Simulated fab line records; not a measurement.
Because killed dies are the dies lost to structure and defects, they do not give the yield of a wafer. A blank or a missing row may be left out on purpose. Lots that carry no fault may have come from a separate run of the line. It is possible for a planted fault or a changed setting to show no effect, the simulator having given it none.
A lot that was struck, set against a sound lot :: flow nandHarc :: 15 steps out of a route of 1302
Sound: wafers L979.1, L979.3, L979.4. The struck wafers were L967.2, L967.3, L967.4. The cause is given at the end.
Each step with rows lists, per side, the tool, then ch with its chambers, then its first start. Under that, the readings that differ: sound wafers :: struck wafers :: difference of the means :: sigmas: that difference in standard deviations of wafers without a fault.
alike: readings with means less than 2 such deviations apart, plus words and numbers identical on both sides. not compared: withheld readings, readings lacking a value on some wafer, bounds such as >300 that could conceal the same value, and numbers that have no deviation in the record and whose values overlap.
The two part at a step that has a row with sigmas, a row that says differs or no value, or rows on one side only. When numbers do not overlap yet have no deviation, they are printed without sigmas and do not part them. Lack of a reading on every wafer of one side parts them only where that side has two or more wafers.

first, 6 steps without rows for these wafers: NHARC_P_STI_COAT_03 (resist thk 600 nm); NHARC_P_STI_SOFTBAKE_04 (time 70 s); NHARC_P_STI_EBR_05; NHARC_P_STI_EXPOSE_06 (exposes mask P STI, target cd 200 nm); NHARC_P_STI_PEB_07 (peb time 80 s); NHARC_P_STI_DEVELOP_08 (time 50 s).
NHARC_P_STI_CD_MEAS_09: the cd target is 200 nm.
  sound on cdSem-03 ch 0, day 9 12:26; struck on cdSem-01 ch 0, day 4 13:43
  alike: cdNm
NHARC_P_STI_OVL_MEAS_10:
  sound on overlay-02 at day 9 12:31; struck on overlay-02 at day 4 13:48
  alike: overlayXNm, overlayYNm
NHARC_P_STI_INSPECT_11:
  sound on defectInspect-01 at day 9 12:33; struck on defectInspect-02 at day 4 13:50
  alike: rawDefectCount
then, 1 step without rows for these wafers: NHARC_P_STI_HARDBAKE_13 (time 65 s).
NHARC_P_STI_DESCUM_14: chemistry O2, time 3 s.
  sound on rieDiel-09 ch 0,1,2, day 9 12:41; struck on rieDiel-06 ch 0,2,3, day 4 13:58
reading: oesProductAu (a.u.)
sound: 0.992 0.983 0.998
struck: 1.016 1.005 1.013
difference: +0.020
sigmas: +2

reading: rfHoursCounterH (h)
sound: 2 2 2
struck: 9 9 9
difference: +7
sigmas: 
  alike: drypumpMotorCurrentA, mfcArSccm, rfVppV, showerheadPlenumPTorr, throttleValvePct
NHARC_P_STI_ETCH_42: etches the open film in N2/H2, target depth 80 nm, overetch 24 nm, time 61 s.
  sound on rieDiel-09 ch 1,2,3, day 9 12:46; struck on rieDiel-06 ch 0,1,2, day 4 14:03
reading: rfHoursCounterH (h)
sound: 2 2 2
struck: 9 9 9
difference: +7
sigmas: 

reading: throttleValvePct (%)
sound: 14.188 14.181 14.179
struck: 14.152 14.161 14.157
difference: -0.026
sigmas: -3
  alike: biasW, chamberPressureMTorr, drypumpMotorCurrentA, mfcArSccm, oesProductAu, rfVppV, showerheadPlenumPTorr
NHARC_P_STI_ETCH_31: etches the open film in CF4/CHF3, target depth 108.9 nm, time 54.5 s.
  sound on rieDiel-09 ch 0,2,3, day 9 12:51; struck on rieDiel-06 ch 0,2,3, day 4 14:08
  no value came back on the struck wafers for any of 9 readings (biasW (W), cf4FlowSccm (sccm) and others); on the sound wafers biasW (W) reads 200.2 200.2 200.7
NHARC_P_STI_ETCH_15: etches the open film in HBr/Cl2, target depth 300 nm, time 100.1 s.
  sound on rieSi-04 ch 1,2,3, day 9 12:58; struck on rieSi-03 ch 0,1,2, day 4 14:14
  alike: biasW, chamberPressureMTorr, drypumpMotorCurrentA, oesProductAu, throttleValvePct
  not compared: rfHoursCounterH
after that, 1 step had no rows for these wafers: NHARC_END_SORT_01.

## WHERE THEY PART
Earliest at NHARC_P_STI_DESCUM_14; latest, in this record, at NHARC_P_STI_ETCH_31. Later steps at which nothing parts them and some readings are alike: NHARC_P_STI_ETCH_15.

WHY: the cause the simulator had injected
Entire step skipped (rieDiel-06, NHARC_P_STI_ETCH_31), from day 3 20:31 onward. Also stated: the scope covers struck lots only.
